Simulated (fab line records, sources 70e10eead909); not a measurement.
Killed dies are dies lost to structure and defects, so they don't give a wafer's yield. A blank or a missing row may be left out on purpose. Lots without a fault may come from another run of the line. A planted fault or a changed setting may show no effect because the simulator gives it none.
fab line records | flow nand_harc
record lots=24 wafers=72 last_day=33
route steps=1302 shown A_CONTACT@1083 A_M0@1151 A_M1@1200 A_BONDPAD@1216
lots that met no fault: from a run of the same line without faults
start_h: hours from the record's first day to the start of the lot's first wafer shown | wait_h: hours since the lot's step before | " the same as in the row above | L1.1+2: a row that stands for several wafers | - no value, or no start given | * or withheld: withheld | < > ~ a bound
route shown NAME@n: a module of which the file shows steps, and the number in the route of the first | usual: mean/standard deviation of fault-free wafers | same: alike in all rows | chamber/n: place in a boat | sites: the reading at each site | _std_site: their standard deviation | _edge_site: outer sites' mean less inner sites' | radius_mm: how far each site lies from the wafer's centre | mask NAME#n: copy n | behind: the tool/chamber that last shaped the wafer | hold: why the lot was held/for how many hours/how that ended | device: the transistor (n, p or np) that didn't switch | end of line: the same wafers' tests at the end of the route | a step without rows: its recipe alone | killed: dies lost to structure and defects at the first sort, not the wafer's yield | map: a wafer's dies, x killed, . not, _ none there
set.NAME: the setting as run; set.NAME@STEP: as run at that earlier step | model.NAME: the simulator's own value behind a step, which no gauge read
steps of the route over a sample of lots; a table a step, a row a wafer
services: from which hour (start_h, from the record's first day; less than 0 if before it) a tool's chamber was out of use, for how many hours, and why
## steps
# step NHARC_A_CONTACT_ETCH_89
# recipe target_depth_a=2600 over_etch_frac=0.3 time_s=475.3 ion_energy_ev=200 n2_flow_sccm=150 h2_flow_sccm=150 ar_flow_sccm=0 rf_w=400 bias_w=150 chemistry=N2/H2
# usual drypump_motor_current_A=5.6/0.39 oes_product_au=1.002/0.0099 rf_vpp_V=429.4/2.1 showerhead_plenum_p_Torr=2.00/0.069 throttle_valve_pct=14.171/0.0097
# columns lot.wafer tool chamber start_h wait_h drypump_motor_current_A oes_product_au rf_hours_counter_h rf_vpp_V showerhead_plenum_p_Torr throttle_valve_pct
L074.2 rie_diel-04 2 - - 5.7 1.017 30 430.0 2.01 14.166
L074.1 " 3 " " 5.7 1.009 26 429.5 2.02 14.176
L074.6 " 0 " " 5.5 1.002 - 429.0 1.98 14.156
L075.2 rie_diel-04 0 - - 5.4 1.005 29 429.0 1.98 14.161
L075.3 " 2 " " 5.7 1.017 31 429.6 2.02 14.168
L075.4 " 2 " " 5.7 1.020 - 430.2 2.01 14.198
L076.2 rie_diel-04 0 - - 5.5 1.008 32 427.1 1.98 14.160
L076.1 " 2 " " 5.7 1.017 33 429.6 2.01 14.168
L076.5 " 3 " " 5.7 0.993 - 431.7 2.02 14.158
L077.2 rie_diel-11 2 532.22 - 5.3 1.005 29 426.2 1.95 14.182
L077.4 " 3 " " 6.3 0.984 33 434.2 2.18 14.161
L077.6 " 1 " " 6.3 0.994 - 430.3 2.00 14.172
L079.1 rie_diel-04 0 - - 5.4 0.994 2 428.7 1.98 14.167
L079.2 " 1 " " 5.2 0.985 1 426.9 1.92 14.172
L079.5 " 1 " " 5.2 0.994 - 427.0 1.92 14.169
L078.2 rie_diel-04 3 - - 5.7 0.988 2 431.0 2.02 14.175
L078.3 " 0 " " 5.5 1.001 2 427.9 1.98 14.179
L078.6 " 2 " " 5.7 1.007 - 429.0 2.01 14.162
L080.3 rie_diel-04 3 - - 5.7 0.998 5 429.1 2.02 14.187
L080.5 " 2 " " 5.7 1.018 - 430.8 2.01 14.187
L080.6 " 3 " " 5.7 0.992 - 429.8 2.02 14.187
L081.1 rie_diel-04 0 - - 5.5 0.987 5 429.8 1.98 14.178
L081.3 " 3 " " 5.7 0.987 5 430.5 2.02 14.171
L081.6 " 1 " " 5.2 0.987 - 427.6 1.92 14.184
L082.1 rie_diel-04 2 - - 5.7 1.016 10 428.1 2.01 14.157
L082.3 " 3 " " 5.7 0.997 11 429.8 2.02 14.183
L082.5 " 3 " " 5.7 1.002 - 430.2 2.02 14.174
L084.3 rie_diel-11 1 - - 6.3 0.983 55 430.0 1.99 14.177
L084.5 " 1 " " 6.3 0.985 - 429.6 1.99 14.173
L084.6 " 2 " " 5.3 1.012 - 428.9 1.94 14.155
L083.2 rie_diel-13 0 - - 6.5 0.999 26 427.6 1.97 14.163
L083.1 " 2 " " 5.6 0.999 28 427.7 1.93 14.189
L083.5 " 0 " " 6.5 0.993 - 427.3 1.97 14.171
L085.3 rie_diel-04 3 - - 5.7 1.000 13 429.3 2.02 14.189
L085.6 " 2 " " 5.7 1.010 - 429.6 2.01 14.192
L085.5 " 3 " " 5.7 0.997 - 429.7 2.02 14.164
L086.2 rie_diel-04 0 - - 5.5 1.001 14 428.5 1.98 14.160
L086.3 " 2 " " 5.7 1.019 15 428.0 2.01 14.180
L086.6 " 0 " " 5.5 1.000 - 428.0 1.98 14.174
L089.3 rie_diel-13 1 - - 4.8 1.007 36 428.9 1.95 14.181
L089.1 " 0 " " 6.5 1.006 38 428.0 1.97 14.164
L089.4 " 0 " " 6.5 1.017 - 427.8 1.97 14.159
L087.1 rie_diel-13 1 - - 4.8 1.000 36 429.8 1.95 14.193
L087.5 " 1 " " 4.8 0.999 - 428.1 1.95 14.168
L087.6 " 3 " " 5.2 1.005 - 433.6 2.18 14.169
L088.4 rie_diel-04 0 - - 5.5 1.000 17 428.1 1.98 14.167
L088.6 " 2 " " 5.7 1.022 - 430.4 2.01 14.167
L088.5 " 3 " " 5.7 1.005 - 430.2 2.02 14.186
L090.3 rie_diel-11 1 - - 6.3 0.996 17 429.1 1.99 14.180
L090.2 " 0 " " 6.0 0.998 18 432.7 2.15 14.168
L090.6 " 1 " " 6.3 0.991 - 429.3 1.99 14.170
L091.3 rie_diel-04 0 - - 5.5 0.989 23 429.9 1.97 14.172
L091.2 " 2 " " 5.7 1.009 23 429.5 2.01 14.167
L091.6 " 3 " " 5.7 1.001 - 429.7 2.01 14.177
L093.2 rie_diel-04 2 - - 5.7 1.019 23 429.9 2.01 14.177
L093.3 " 3 " " 5.7 0.999 26 429.5 2.01 14.163
L093.5 " 0 " " 5.5 1.008 - 429.6 1.97 14.165
L092.1 rie_diel-04 2 - - 5.7 1.021 24 429.6 2.01 14.149
L092.5 " 3 " " 5.7 0.994 - 431.0 2.01 14.158
L092.6 " 0 " " 5.4 1.002 - 428.2 1.97 14.162
L094.1 rie_diel-04 2 - - 5.7 1.024 25 428.8 2.00 14.171
L094.3 " 3 " " 5.7 0.995 28 429.7 2.01 14.175
L094.6 " 2 " " 5.6 1.034 - 428.6 2.01 14.179
L095.1 rie_diel-11 2 - - 5.3 1.005 35 429.1 1.93 14.174
L095.4 " 2 " " 5.3 0.996 - 426.8 1.93 14.163
L095.5 " 0 " " 6.0 0.998 - 431.6 2.14 14.158
L096.1 rie_diel-11 0 - - 6.0 1.005 38 432.8 2.14 14.171
L096.3 " 2 " " 5.3 0.999 37 427.4 1.93 14.183
L096.4 " 3 " " 6.2 0.995 34 433.9 2.16 14.176
L097.4 rie_diel-04 2 - - 5.7 0.999 3 430.3 2.00 14.169
L097.2 " 0 " " 5.5 1.001 3 428.5 1.97 14.170
L097.5 " 2 " " 5.7 0.994 - 429.9 2.00 14.181
# step NHARC_A_CONTACT_ETCH_31
# recipe target_depth_a=28000 over_etch_frac=0.3 time_s=728 ion_energy_ev=150 o2_flow_sccm=400 cos_flow_sccm=20 ar_flow_sccm=0 rf_w=500 bias_w=300 chemistry=O2/COS
# usual drypump_motor_current_A=5.6/0.39 oes_product_au=1.002/0.0099 rf_vpp_V=313.4/1.5 showerhead_plenum_p_Torr=3.07/0.1 throttle_valve_pct=28.330/0.0087
# columns lot.wafer tool chamber start_h wait_h drypump_motor_current_A oes_product_au rf_hours_counter_h rf_vpp_V showerhead_plenum_p_Torr throttle_valve_pct
L074.1 rie_diel-04 3 - - 5.7 1.002 26 312.9 3.10 28.342
L074.2 " 1 " " 5.2 0.999 30 311.8 2.95 28.319
L074.6 " 3 " " 5.7 1.002 - 315.0 3.10 28.326
L075.2 rie_diel-04 3 - - 5.8 1.014 28 314.2 3.10 28.327
L075.3 " 2 " " 5.7 1.022 31 313.1 3.09 28.336
L075.4 " 3 " " 5.7 1.006 - 314.2 3.10 28.322
L076.2 rie_diel-04 0 - - 5.5 1.010 32 314.5 3.04 28.329
L076.1 " 2 " " 5.7 1.014 34 314.3 3.09 28.325
L076.5 " 0 " " 5.5 1.014 - 313.2 3.04 28.331
L077.4 rie_diel-11 3 - - 6.2 0.980 33 316.2 3.33 28.334
L077.2 " 0 " " 6.0 1.003 32 316.5 3.30 28.333
L077.6 " 2 " " 5.3 1.006 - 313.4 3.00 28.335
L079.2 rie_diel-04 0 - - 5.5 0.993 2 311.8 3.04 28.331
L079.1 " 2 " " 5.7 1.014 2 313.1 3.08 28.326
L079.5 " 3 " " 5.7 0.982 - 313.9 3.10 28.313
L078.3 rie_diel-04 2 - - 5.7 1.011 2 313.9 3.08 28.319
L078.2 " 3 " " 5.7 0.993 3 313.7 3.10 28.338
L078.6 " 2 " " 5.7 1.020 - 314.2 3.08 28.324
L080.3 rie_diel-04 1 - - 5.2 1.009 5 311.8 2.95 28.333
L080.6 " 0 " " 5.5 1.012 - 312.9 3.04 28.321
L080.5 " 1 " " 5.2 1.006 - 310.7 2.95 28.348
L081.1 rie_diel-04 1 - - 5.2 1.000 6 311.2 2.95 28.327
L081.3 " 2 " " 5.7 1.013 5 313.1 3.08 28.324
L081.6 " 1 " " 5.2 0.999 - 310.4 2.95 28.312
L082.3 rie_diel-04 3 - - 5.7 1.004 12 313.4 3.09 28.341
L082.1 " 0 " " 5.4 0.991 10 313.7 3.04 28.329
L082.5 " 3 " " 5.7 0.988 - 312.6 3.09 28.321
L084.3 rie_diel-11 0 - - 6.0 0.996 56 316.3 3.29 28.338
L084.5 " 3 " " 6.2 0.996 - 315.8 3.31 28.333
L084.6 " 0 " " 6.0 0.996 - 316.3 3.29 28.320
L083.1 rie_diel-13 1 - - 4.8 0.989 24 312.6 3.01 28.352
L083.2 " 2 " " 5.7 0.986 28 312.0 2.97 28.322
L083.5 " 1 " " 4.8 0.999 - 311.3 3.01 28.332
L085.3 rie_diel-04 3 - - 5.7 1.000 13 314.0 3.09 28.333
L085.5 " 2 " " 5.7 0.999 - 312.8 3.08 28.334
L085.6 " 3 " " 5.7 0.996 - 313.7 3.09 28.324
L086.2 rie_diel-04 2 - - 5.7 1.016 15 313.4 3.08 28.332
L086.3 " 1 " " 5.2 1.005 14 311.5 2.95 28.334
L086.6 " 2 " " 5.7 1.021 - 313.9 3.08 28.328
L089.3 rie_diel-13 3 - - 5.2 0.999 46 316.4 3.31 28.322
L089.1 " 0 " " 6.5 1.012 38 313.7 3.02 28.321
L089.4 " 3 " " 5.3 0.993 - 318.1 3.31 28.335
L087.1 rie_diel-13 0 - - 6.5 1.007 39 313.0 3.02 28.317
L087.5 " 1 " " 4.8 0.999 - 310.8 3.00 28.346
L087.6 " 3 " " 5.3 1.002 - 316.9 3.31 28.315
L088.4 rie_diel-04 2 - - 5.7 1.014 18 313.0 3.08 28.318
L088.6 " 0 " " 5.5 0.999 - 313.7 3.03 28.338
L088.5 " 1 " " 5.2 0.992 - 311.1 2.94 28.340
L090.2 rie_diel-11 2 - - 5.3 1.000 16 311.9 2.98 28.319
L090.3 " 3 " " 6.3 0.991 15 316.5 3.31 28.331
L090.6 " 0 " " 6.0 1.002 - 315.2 3.28 28.340
L091.2 rie_diel-04 0 - - 5.5 1.001 23 313.6 3.03 28.338
L091.3 " 1 " " 5.2 0.998 23 310.6 2.94 28.328
L091.6 " 0 " " 5.4 1.003 - 312.5 3.03 28.332
L093.3 rie_diel-04 1 - - 5.2 0.997 23 312.2 2.94 28.315
L093.2 " 0 " " 5.5 0.999 24 312.2 3.03 28.343
L093.5 " 2 " " 5.7 1.019 - 313.0 3.07 28.335
L092.1 rie_diel-04 0 - - 5.5 1.006 24 313.6 3.03 28.324
L092.5 " 1 " " 5.2 1.002 - 310.5 2.94 28.331
L092.6 " 2 " " 5.7 1.019 - 313.4 3.07 28.341
L094.1 rie_diel-04 2 - - 5.7 1.025 26 313.3 3.07 28.332
L094.3 " 3 " " 5.7 1.002 28 314.9 3.08 28.331
L094.6 " 1 " " 5.2 1.003 - 310.8 2.94 28.333
L095.1 rie_diel-11 2 - - 5.3 0.996 35 313.2 2.97 28.324
L095.5 " 0 " " 6.0 1.000 - 316.1 3.27 28.341
L095.4 " 1 " " 6.3 0.990 - 314.0 3.04 28.331
L096.3 rie_diel-11 3 - - 6.2 0.982 35 316.1 3.30 28.343
L096.1 " 1 " " 6.3 0.990 36 312.4 3.04 28.326
L096.4 " 0 " " 6.0 0.997 - 315.9 3.27 28.331
L097.2 rie_diel-04 2 - - 5.7 1.004 3 312.9 3.07 28.330
L097.4 " 0 " " 5.5 1.009 3 313.0 3.03 28.328
L097.5 " 3 " " 5.7 1.005 - 313.2 3.08 28.320
# step NHARC_A_M0_ETCH_34
# recipe target_depth_a=400 overetch_a=120 time_s=43.94 ion_energy_ev=200 n2_flow_sccm=150 h2_flow_sccm=150 ar_flow_sccm=0 rf_w=400 bias_w=150 chemistry=N2/H2
# usual drypump_motor_current_A=5.7/0.49 oes_product_au=1.001/0.0084 rf_vpp_V=430.4/2.3 showerhead_plenum_p_Torr=2.03/0.088 throttle_valve_pct=14.172/0.0085
# columns lot.wafer tool chamber start_h wait_h drypump_motor_current_A oes_product_au rf_hours_counter_h rf_vpp_V showerhead_plenum_p_Torr throttle_valve_pct
L074.1 rie_diel-09 2 533.03 0.1 6.4 1.010 0.6 433.4 2.14 14.182
L074.2 " 0 " " 5.1 1.009 0.5 428.6 1.96 14.171
L074.6 " 2 " " 6.4 1.011 - 432.4 2.14 14.181
L075.3 rie_diel-01 0 534.84 0.1 5.5 1.002 6.3 427.8 1.92 14.188
L075.2 " 2 " " 5.4 1.006 6.4 430.4 2.02 14.156
L075.4 " 3 " " 6.4 1.009 7.0 432.6 2.13 14.165
L076.2 rie_diel-02 0 541.88 0.1 5.5 1.010 7.5 426.5 1.90 14.164
L076.1 " 1 " " 5.7 0.989 7.2 429.7 2.00 14.163
L076.5 " 0 " " 5.5 1.005 - 427.9 1.90 14.171
L077.4 rie_diel-02 1 543.13 0.1 5.7 1.013 7.3 429.9 2.00 14.174
L077.2 " 3 " " 5.7 1.011 7.1 430.1 2.01 14.165
L077.6 " 1 " " 5.7 0.996 - 430.2 2.00 14.176
L079.2 rie_diel-02 2 563.44 0.1 5.4 1.009 8.5 428.7 1.98 14.163
L079.1 " 0 " " 5.5 1.003 8.5 426.3 1.90 14.172
L079.5 " 1 " " 5.7 0.994 - 428.4 2.00 14.169
L078.3 rie_diel-09 3 565.39 0.1 5.7 0.995 3.0 431.0 2.05 14.170
L078.2 " 0 " " 5.1 0.992 3.1 428.7 1.96 14.175
L078.6 " 2 " " 6.4 1.003 - 432.4 2.14 14.174
L080.3 rie_diel-01 3 578.79 0.1 6.4 0.996 0.4 433.6 2.13 14.159
L080.5 " 2 " " 5.3 0.989 - 431.0 2.02 14.175
L080.6 " 3 " " 6.4 0.992 - 433.8 2.13 14.188
L081.3 rie_diel-01 2 581.94 0.1 5.3 0.968 0.7 429.7 2.02 14.160
L081.1 " 1 " " 6.5 0.994 0.5 433.0 2.09 14.177
L081.6 " 2 " " 5.4 0.979 - 430.3 2.02 14.184
L082.3 rie_diel-01 1 615.01 0.1 6.5 0.992 2.3 430.9 2.09 14.172
L082.1 " 2 " " 5.3 0.987 2.5 429.6 2.02 14.169
L082.5 " 0 " " 5.5 0.997 - 428.4 1.92 14.174
L084.3 rie_diel-02 2 616.37 0.1 5.5 1.000 2.0 428.9 1.98 14.172
L084.6 " 1 " " 5.7 0.990 - 429.0 2.00 14.168
L084.5 " 2 " " 5.5 1.002 - 429.4 1.98 14.170
L083.2 rie_diel-01 2 620.74 0.1 5.4 0.991 2.7 429.9 2.02 14.168
L083.1 " 0 " " 5.5 0.993 2.2 427.6 1.92 14.161
L083.5 " 2 " " 5.4 0.979 - 429.9 2.02 14.171
L085.3 rie_diel-02 2 629.99 0.1 5.4 1.002 3.3 428.9 1.98 14.174
L085.6 " 0 " " 5.5 1.011 - 426.5 1.90 14.177
L085.5 " 1 " " 5.7 1.000 - 429.3 2.00 14.155
L086.3 rie_diel-01 3 650.28 0.1 6.4 0.988 3.6 433.0 2.12 14.193
L086.2 " 1 " " 6.5 1.003 3.5 432.2 2.09 14.171
L086.6 " 3 " " 6.4 1.001 - 432.7 2.12 14.161
L089.4 rie_diel-09 3 656.27 0.1 5.7 1.010 8.5 429.8 2.05 14.201
L089.3 " 1 " " 5.1 1.005 7.9 435.6 2.18 14.182
L089.1 " 2 " " 6.4 1.002 5.6 433.3 2.13 14.168
L087.1 rie_diel-01 3 658.75 0.1 6.5 0.999 4.6 433.1 2.12 14.185
L087.5 " 3 " " 6.5 0.992 - 434.1 2.12 14.165
L087.6 " 0 " " 5.5 0.997 - 427.4 1.92 14.169
L088.4 rie_diel-09 1 672.08 0.1 5.1 0.983 - 434.7 2.18 14.173
L088.5 " 2 " " 6.4 1.000 - 432.9 2.13 14.170
L088.6 " 1 " " 5.1 0.993 - 432.8 2.18 14.166
L090.2 rie_diel-01 0 674.16 0.1 5.5 1.005 4.9 426.5 1.92 14.184
L090.3 " 2 " " 5.4 0.997 5.6 430.7 2.02 14.168
L090.6 " 0 " " 5.5 1.005 - 428.7 1.92 14.173
L091.3 rie_diel-09 0 702.03 0.1 5.1 1.007 0.5 428.9 1.95 14.174
L091.2 " 3 " " 5.7 1.012 0.4 432.1 2.05 14.169
L091.6 " 0 " " 5.1 1.005 - 427.5 1.95 14.176
L093.3 rie_diel-01 3 705.73 0.1 6.4 1.003 7.0 433.9 2.12 14.172
L093.2 " 0 " " 5.5 1.010 7.2 427.6 1.92 14.171
L093.5 " 3 " " 6.4 0.995 - 433.3 2.12 14.164
L092.1 rie_diel-01 3 706.78 0.1 6.4 1.003 7.1 432.1 2.12 14.175
L092.5 " 0 " " 5.5 1.008 - 426.8 1.92 14.164
L092.6 " 1 " " 6.5 0.997 - 432.3 2.09 14.182
L094.3 rie_diel-09 0 716.94 0.1 5.1 1.002 1.9 428.1 1.95 14.173
L094.1 " 3 " " 5.7 1.022 1.8 430.9 2.05 14.173
L094.6 " 0 " " 5.1 0.991 - 428.3 1.95 14.182
L095.4 rie_diel-02 0 739.07 0.1 5.5 1.012 8.2 427.6 1.90 14.155
L095.1 " 2 " " 5.5 1.020 8.3 428.5 1.98 14.160
L095.5 " 3 " " 5.7 0.998 - 429.4 2.01 14.178
L096.3 rie_diel-02 1 745.99 0.1 5.7 1.002 8.7 429.4 2.00 14.168
L096.1 " 2 " " 5.5 1.017 8.5 430.2 1.98 14.166
L096.4 " 3 " " 5.7 1.007 8.4 432.1 2.01 14.166
L097.4 rie_diel-09 1 756.11 0.1 5.1 1.006 3.8 434.3 2.18 14.187
L097.2 " 2 " " 6.4 0.996 3.3 432.9 2.13 14.161
L097.5 " 1 " " 5.0 1.006 - 432.7 2.18 14.182
# step NHARC_A_M1_PRE_CLEAN_32
# recipe time_s=12 temp_c=370 rf_power_w=300 gas=NH3
# usual heater_power_outer_w=335/56 heater_power_w=583/87
# columns lot.wafer tool chamber start_h wait_h heater_power_outer_w heater_power_w since_wet_clean_h
L074.1 pecvd-04 1 540.36 0.1 285 568 77
L074.2 " 0 " " 440 745 77
L074.6 " 0 " " 456 732 -
L075.2 pecvd-04 1 541.50 0.1 266 507 78
L075.3 " 0 " " 402 707 78
L075.4 " 1 " " 265 515 -
L076.1 pecvd-04 0 548.59 0.1 421 733 85
L076.2 " 2 " " 313 496 85
L076.5 " 2 " " 303 508 -
L077.2 pecvd-01 0 549.65 0.1 313 560 45
L077.4 " 1 " " 359 574 -
L077.6 " 2 " " 299 535 -
L079.1 pecvd-01 2 570.06 0.1 329 572 65
L079.2 " 0 " " 290 559 65
L079.5 " 2 " " 323 567 -
L078.2 pecvd-02 2 572.05 0.1 242 445 151
L078.3 " 0 " " 392 688 151
L078.6 " 2 " " 251 441 -
L080.3 pecvd-01 1 585.80 0.5 432 704 81
L080.5 " 0 " " 323 601 -
L080.6 " 1 " " 425 695 -
L081.1 pecvd-01 0 588.57 0.1 319 585 83
L081.3 " 1 " " 383 616 83
L081.6 " 0 " " 316 586 -
L082.1 pecvd-02 0 621.65 0.1 390 691 19
L082.3 " 1 " " 335 594 19
L082.5 " 2 " " 280 463 -
L084.3 pecvd-02 0 622.99 0.1 399 696 21
L084.6 " 0 " " 404 691 -
L084.5 " 1 " " 299 529 -
L083.1 pecvd-02 1 627.45 0.1 292 511 25
L083.2 " 0 " " 373 660 25
L083.5 " 1 " " 276 514 -
L085.3 pecvd-01 2 636.62 0.1 317 563 132
L085.5 " 0 " " 331 598 -
L085.6 " 2 " " 325 581 -
L086.2 pecvd-02 2 657.02 0.1 259 432 55
L086.3 " 0 " " 322 588 55
L086.6 " 1 " " 365 592 -
L089.3 pecvd-02 1 662.75 0.1 357 599 60
L089.1 " 2 " " 242 421 60
L089.4 " 1 " " 356 611 -
L087.1 pecvd-01 1 665.38 0.1 442 687 160
L087.5 " 2 " " 295 536 -
L087.6 " 0 " " 332 593 -
L088.6 pecvd-02 1 678.83 0.1 327 568 -
L088.5 " 2 " " 236 404 -
L088.4 " 0 " " 394 724 -
L090.2 pecvd-02 2 680.82 0.1 245 411 78
L090.3 " 1 " " 292 520 78
L090.6 " 2 " " 249 429 -
L091.2 pecvd-01 0 708.67 0.1 333 612 22
L091.3 " 0 " " 345 601 -
L091.6 " 0 " " 345 592 -
L093.2 pecvd-02 2 712.38 0.1 272 448 110
L093.3 " 0 " " 335 637 110
L093.5 " 1 " " 362 608 -
L092.1 pecvd-04 0 713.40 0.1 409 678 69
L092.6 " 1 " " 285 560 -
L092.5 " 0 " " 405 682 -
L094.3 pecvd-01 0 724.27 0.1 321 575 38
L094.1 " 2 " " 334 606 38
L094.6 " 1 " " 402 670 -
L095.1 pecvd-04 0 745.71 0.1 421 701 101
L095.4 " 0 " " 434 697 -
L095.5 " 2 " " 330 533 -
L096.3 pecvd-01 0 752.63 0.1 342 615 66
L096.1 " 2 " " 288 523 66
L096.4 " 2 " " 298 515 -
L097.2 pecvd-04 0 762.78 0.1 406 715 118
L097.4 " 2 " " 334 532 -
L097.5 " 2 " " 340 544 -
# step NHARC_A_M1_DEP_33
# recipe target_thk_a=300 temp_c=370 target_thk_nm=30 pressure_torr=3 flow_sccm=200 rf_w=450 material=SiCN
# usual heater_power_outer_w=290/50 heater_power_w=522/77 showerhead_vpp_V=1308/92
# columns lot.wafer tool chamber start_h wait_h heater_power_outer_w heater_power_w showerhead_vpp_V since_wet_clean_h
L074.1 pecvd-04 1 540.48 0.1 236 483 1372 77
L074.2 " 0 " " 336 621 1262 77
L074.6 " 0 " " 342 616 1226 -
L075.2 pecvd-04 1 541.58 0.1 252 497 1326 78
L075.3 " 0 " " 400 694 1219 78
L075.4 " 1 " " 254 500 1351 -
L076.1 pecvd-04 0 548.67 0.1 386 668 1240 85
L076.2 " 2 " " 275 470 1444 85
L076.5 " 2 " " 289 467 1442 -
L077.2 pecvd-01 0 549.73 0.1 311 562 1409 45
L077.4 " 1 " " 414 673 1198 -
L077.6 " 2 " " 223 455 1216 -
L079.1 pecvd-01 2 570.17 0.1 208 429 1228 65
L079.2 " 0 " " 262 509 1417 65
L079.5 " 2 " " 217 433 1234 -
L078.2 pecvd-02 2 572.15 0.1 185 360 1418 151
L078.3 " 0 " " 277 530 1214 151
L078.6 " 2 " " 191 356 1427 -
L080.3 pecvd-01 1 585.91 0.1 389 649 1223 81
L080.5 " 0 " " 301 558 1393 -
L080.6 " 1 " " 398 644 1250 -
L081.1 pecvd-01 0 588.68 0.1 247 492 1410 84
L081.3 " 1 " " 335 570 1197 84
L081.6 " 0 " " 245 488 1400 -
L082.1 pecvd-02 0 621.73 0.1 358 648 1231 19
L082.3 " 1 " " 329 558 1307 19
L082.5 " 2 " " 241 422 1419 -
L084.3 pecvd-02 0 623.10 0.1 308 573 1209 21
L084.6 " 0 " " 311 575 1203 -
L084.5 " 1 " " 327 561 1340 -
L083.1 pecvd-02 1 627.53 0.1 291 510 1299 25
L083.2 " 0 " " 346 629 1212 25
L083.5 " 1 " " 296 510 1357 -
L085.3 pecvd-01 2 636.76 0.1 275 525 1210 132
L085.5 " 0 " " 292 552 1398 -
L085.6 " 2 " " 285 517 1200 -
L086.2 pecvd-02 2 657.10 0.1 235 400 1412 55
L086.3 " 0 " " 320 587 1226 55
L086.6 " 1 " " 324 551 1332 -
L089.3 pecvd-02 1 662.86 0.1 294 503 1323 61
L089.1 " 2 " " 248 418 1417 61
L089.4 " 1 " " 292 502 1330 -
L087.1 pecvd-01 1 665.52 0.1 320 548 1222 160
L087.5 " 2 " " 277 520 1245 -
L087.6 " 0 " " 284 536 1420 -
L088.6 pecvd-02 1 679.00 0.2 264 471 1303 -
L088.5 " 2 " " 219 394 1420 -
L088.4 " 0 " " 334 629 1209 -
L090.2 pecvd-02 2 680.90 0.1 209 374 1445 79
L090.3 " 1 " " 299 534 1317 79
L090.6 " 2 " " 204 374 1422 -
L091.2 pecvd-01 0 708.79 0.1 278 528 1403 23
L091.3 " 0 " " 277 513 1385 -
L091.6 " 0 " " 284 525 1388 -
L093.2 pecvd-02 2 712.46 0.1 235 416 1446 110
L093.3 " 0 " " 277 533 1212 110
L093.5 " 1 " " 249 443 1327 -
L092.1 pecvd-04 0 713.54 0.1 323 560 1239 69
L092.6 " 1 " " 246 501 1313 -
L092.5 " 0 " " 318 569 1239 -
L094.3 pecvd-01 0 724.35 0.1 231 469 1413 38
L094.1 " 2 " " 256 479 1206 38
L094.6 " 1 " " 360 613 1194 -
L095.1 pecvd-04 0 745.83 0.1 344 594 1258 101
L095.4 " 0 " " 344 603 1223 -
L095.5 " 2 " " 255 416 1422 -
L096.3 pecvd-01 0 752.71 0.1 280 520 1389 66
L096.1 " 2 " " 310 561 1201 67
L096.4 " 2 " " 312 560 1234 -
L097.2 pecvd-04 0 762.94 0.1 336 588 1225 118
L097.4 " 2 " " 260 450 1442 -
L097.5 " 2 " " 257 448 1447 -
# step NHARC_A_BONDPAD_OVL_MEAS_35
# usual overlay_x_nm=0/5.7 overlay_y_nm=-1/4.9
# columns lot.wafer tool chamber start_h wait_h overlay_x_nm overlay_y_nm
L074.1 overlay-01 - 542.47 - 4 0
L074.2 " - " " 4 0
L074.6 " - " " 4 0
L075.2 overlay-01 - 543.46 - -5 1
L075.3 " - " " -5 1
L075.4 " - " " -4 1
L076.1 overlay-01 - 550.55 - 6 -4
L076.2 " - " " 6 -5
L076.5 " - " " 6 -5
L077.2 overlay-02 - 551.59 - 1 0
L077.4 " - " " 1 1
L077.6 " - " " 0 0
L079.1 overlay-01 - 571.89 - 3 4
L079.2 " - " " 3 4
L079.5 " - " " 4 4
L078.2 overlay-02 - 573.98 - 5 4
L078.3 " - " " 5 5
L078.6 " - " " 5 4
L080.3 overlay-01 - 587.74 - 8 1
L080.5 " - " " 8 1
L080.6 " - " " 8 1
L081.1 overlay-01 - 590.37 - -8 -5
L081.3 " - " " -8 -4
L081.6 " - " " -8 -4
L082.1 overlay-01 - 623.59 - 5 9
L082.3 " - " " 4 9
L082.5 " - " " 5 9
L084.3 overlay-02 - 624.94 - -1 -9
L084.5 " - " " -1 -9
L084.6 " - " " 0 -9
L083.1 overlay-01 - 629.42 - 5 5
L083.2 " - " " 5 4
L083.5 " - " " 5 4
L085.3 overlay-02 - 638.59 - -2 1
L085.5 " - " " -2 1
L085.6 " - " " -2 1
L086.2 overlay-02 - 658.83 - -7 5
L086.3 " - " " -7 5
L086.6 " - " " -7 5
L089.1 overlay-02 - 664.55 - 5 -6
L089.3 " - " " 5 -6
L089.4 " - " " 5 -6
L087.1 overlay-01 - 667.17 - 2 -1
L087.5 " - " " 2 0
L087.6 " - " " 2 0
L088.4 overlay-01 - 680.63 - 2 -11
L088.5 " - " " 2 -11
L088.6 " - " " 1 -11
L090.2 overlay-01 - 682.76 - -4 4
L090.3 " - " " -4 5
L090.6 " - " " -4 4
L091.2 overlay-01 - 710.79 - -17 -9
L091.3 " - " " -17 -9
L091.6 " - " " -17 -9
L093.2 overlay-02 - 714.32 - 1 0
L093.3 " - " " 1 0
L093.5 " - " " 1 -1
L092.1 overlay-01 - 715.32 - 6 -3
L092.5 " - " " 6 -2
L092.6 " - " " 7 -3
L094.1 overlay-01 - 726.22 - -3 -2
L094.3 " - " " -3 -2
L094.6 " - " " -4 -2
L095.1 overlay-02 - 747.70 - -2 -3
L095.4 " - " " -2 -3
L095.5 " - " " -2 -2
L096.1 overlay-02 - 754.47 - 5 3
L096.3 " - " " 5 3
L096.4 " - " " 4 3
L097.2 overlay-01 - 764.88 - -3 -1
L097.4 " - " " -3 -2
L097.5 " - " " -3 -2
## services
# columns tool chamber start_h hours kind
rie_diel-04 - 516.83 0.2 repair
pecvd-01 - 521.55 1.8 repair
pecvd-04 - 522.61 1.1 repair
pecvd-01 - 525.54 0.4 repair
pecvd-04 2 538.55 2.9 repair
rie_diel-11 0 544.89 2.9 repair
rie_diel-01 - 549.16 0.6 repair
rie_diel-01 2 554.53 4.5 repair
rie_diel-01 - 557.77 1.1 repair
rie_diel-01 - 558.91 9.0 pm
pecvd-02 - 589.34 13.0 pm
rie_diel-04 0 592.26 5.9 repair
rie_diel-04 - 606.46 0.9 repair
rie_diel-11 - 609.72 9.0 pm
pecvd-04 - 631.71 13.0 pm
pecvd-04 2 661.68 5.1 repair
pecvd-01 - 673.32 13.0 pm
pecvd-01 - 701.79 2.9 repair
pecvd-01 1 706.39 13.9 repair
rie_diel-04 - 709.19 9.0 pm
pecvd-04 - 735.93 2.2 repair
rie_diel-04 - 739.98 1.1 repair
pecvd-04 - 740.44 0.4 repair
rie_diel-04 2 750.79 8.5 repair
## key
fault none
